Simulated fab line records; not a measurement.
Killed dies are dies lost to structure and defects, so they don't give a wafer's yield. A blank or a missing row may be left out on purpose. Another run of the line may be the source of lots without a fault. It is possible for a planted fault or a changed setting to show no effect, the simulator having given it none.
A lot that was struck, set against a sound lot    flow nandHarc    25 out of 1159 route steps
Sound: the wafers L144.2, L144.4, L144.5. Wafers L150.1, L150.5, L150.6 were the ones struck. At the end, the cause is stated.
Order at every step that has rows: each side's tool, ch and its chambers, its first start. Under that, the readings that differ: sound wafers    struck wafers    difference of the means    sigmas: that difference in standard deviations of wafers without a fault.
alike: readings whose means differ by less than 2 such deviations, and words and numbers that are the same on both sides. not compared: withheld readings, readings that some wafer has no value for, bounds like >300 that may hide the same value, and numbers for which the record gives no deviation and whose values overlap.
The two part at a step that has a row with sigmas, a row that says differs or no value, or rows on one side only. When numbers do not overlap yet have no deviation, they are printed without sigmas and do not part them. A reading that every wafer of one side lacks parts them only if that side has two wafers or more.

first, 5 steps without rows for these wafers: NHARC_P_GATE_STRIP_15 (strips in SPM, time 780 s); NHARC_P_GATE_PRECLEAN_71 (cleans in SC1); NHARC_P_GATE_SRD_72; NHARC_P_GATE_OXIDE_16 (material SiO2, target thk 3 nm, ox time 392 s); NHARC_P_GATE_CVD_17 (deposits poly-Si, target thk 150 nm, time 900 s).
NHARC_P_GATE_HM_DEP_102: deposits aC, target thk 120 nm.
  sound on aclDep-01 ch 0, day 5 00:23; struck on aclDep-03 ch 0, day 6 15:53
  alike: susceptorTempC, throttleValvePct
then, 6 steps without rows for these wafers: NHARC_P_GATE_DEP_103 (deposits SiON, target thk 30 nm); NHARC_P_GATE_DEHYDRATE_18 (time 120 s); NHARC_P_GATE_HMDS_19 (time 30 s); NHARC_P_GATE_COAT_20 (resist thk 90 nm); NHARC_P_GATE_SOFTBAKE_21 (time 55 s); NHARC_P_GATE_EBR_22.
NHARC_P_GATE_EXPOSE_23: exposes mask P GATE, target cd 120 nm.
  sound on arfiScanner-02 ch 0, day 5 01:30; struck on arfiScanner-02 ch 0, day 6 17:14
reading  sound                       struck                               difference  sigmas
mask     P_GATE#0 P_GATE#0 P_GATE#0  P_GATE_R1#0 P_GATE_R1#0 P_GATE_R1#0  differs     
  alike: focusOffsetNm
then, 2 steps without rows for these wafers: NHARC_P_GATE_PEB_24 (peb time 65 s); NHARC_P_GATE_DEVELOP_25 (develop time 35 s).
NHARC_P_GATE_CD_MEAS_26: target cd 120 nm.
  sound on cdSem-03 ch 0, day 5 01:38; struck on cdSem-02 ch 0, day 6 17:22
reading    sound              struck             difference  sigmas
cdNm (nm)  119.5 120.4 120.0  114.9 114.1 113.6  -5.8        -10
NHARC_P_GATE_OVL_MEAS_27:
  sound on overlay-01 at day 5 01:43; struck on overlay-01 at day 6 17:28
  alike: overlayXNm, overlayYNm
NHARC_P_GATE_INSPECT_28:
  sound on defectInspect-02 at day 5 01:46; struck on defectInspect-01 at day 6 17:31
  alike: rawDefectCount
NHARC_P_GATE_DESCUM_31: chemistry O2, time 3 s.
  sound on rieDiel-08 ch 0,3, day 5 01:49; struck on rieDiel-08 ch 1,2, day 6 17:35
reading                       sound              struck           difference  sigmas
showerheadPlenumPTorr (Torr)  1.78 1.86 1.78     2.04 2.04 1.99   +0.22       +2
model.P_GATE.cdNm (nm)        119.7 120.7 119.9  113.5 113.6 113  -6.7        
  alike: drypumpMotorCurrentA, mfcArSccm, oesProductAu, rfVppV, throttleValvePct
  not compared: rfHoursCounterH
NHARC_P_GATE_ETCH_104: etches the open film in CF4/CHF3, target depth 60 nm.
  sound on rieDiel-08 ch 0,2, day 5 01:59; struck on rieDiel-08 ch 1,2,3, day 6 17:40
  alike: drypumpMotorCurrentA, mfcArSccm, oesProductAu, rfVppV, showerheadPlenumPTorr, throttleValvePct
NHARC_P_GATE_HM_OPEN_105: chemistry O2/COS, target depth 360 nm.
  sound on rieDiel-08 ch 0,2,3; struck on rieDiel-08 ch 0,2,3
  alike: drypumpMotorCurrentA, mfcArSccm, oesProductAu, rfVppV, showerheadPlenumPTorr, throttleValvePct
  not compared: rfHoursCounterH
then, 1 step without rows for these wafers: NHARC_P_GATE_STRIP_106 (strips in O2/COS).
NHARC_P_GATE_ETCH_114: etches the open film in CF4/O2, target depth 30 nm, overetch 3 nm, time 16.5 s.
  sound on rieDiel-08 ch 0,1; struck on rieDiel-08 ch 0,1,2
  alike: drypumpMotorCurrentA, mfcArSccm, oesProductAu, rfVppV, showerheadPlenumPTorr, throttleValvePct
  not compared: rfHoursCounterH
NHARC_P_GATE_ETCH_32: etches the open film in HBr/Cl2, target depth 150 nm, time 100.1 s.
  sound on rieSi-04 ch 0,1,2, day 5 02:25; struck on rieSi-01 ch 2,3, day 6 18:03
  alike: drypumpMotorCurrentA, oesProductAu, throttleValvePct
  not compared: rfHoursCounterH, model.P_GATE.cdNm
NHARC_P_GATE_STRIP_108: strips in O2.
  sound on rieDiel-13 ch 0,1,3, day 5 02:34; struck on rieDiel-11 ch 0,1, day 6 18:11
  alike: drypumpMotorCurrentA, mfcArSccm, oesProductAu, rfVppV, showerheadPlenumPTorr, throttleValvePct
  not compared: rfHoursCounterH

WHERE THEY PART
Earliest at NHARC_P_GATE_EXPOSE_23; latest, in this record, at NHARC_P_GATE_DESCUM_31. Later steps at which nothing parts them and some readings are alike: NHARC_P_GATE_ETCH_104, NHARC_P_GATE_HM_OPEN_105, NHARC_P_GATE_ETCH_114, NHARC_P_GATE_ETCH_32, NHARC_P_GATE_STRIP_108.

WHY: whatever the simulator had introduced
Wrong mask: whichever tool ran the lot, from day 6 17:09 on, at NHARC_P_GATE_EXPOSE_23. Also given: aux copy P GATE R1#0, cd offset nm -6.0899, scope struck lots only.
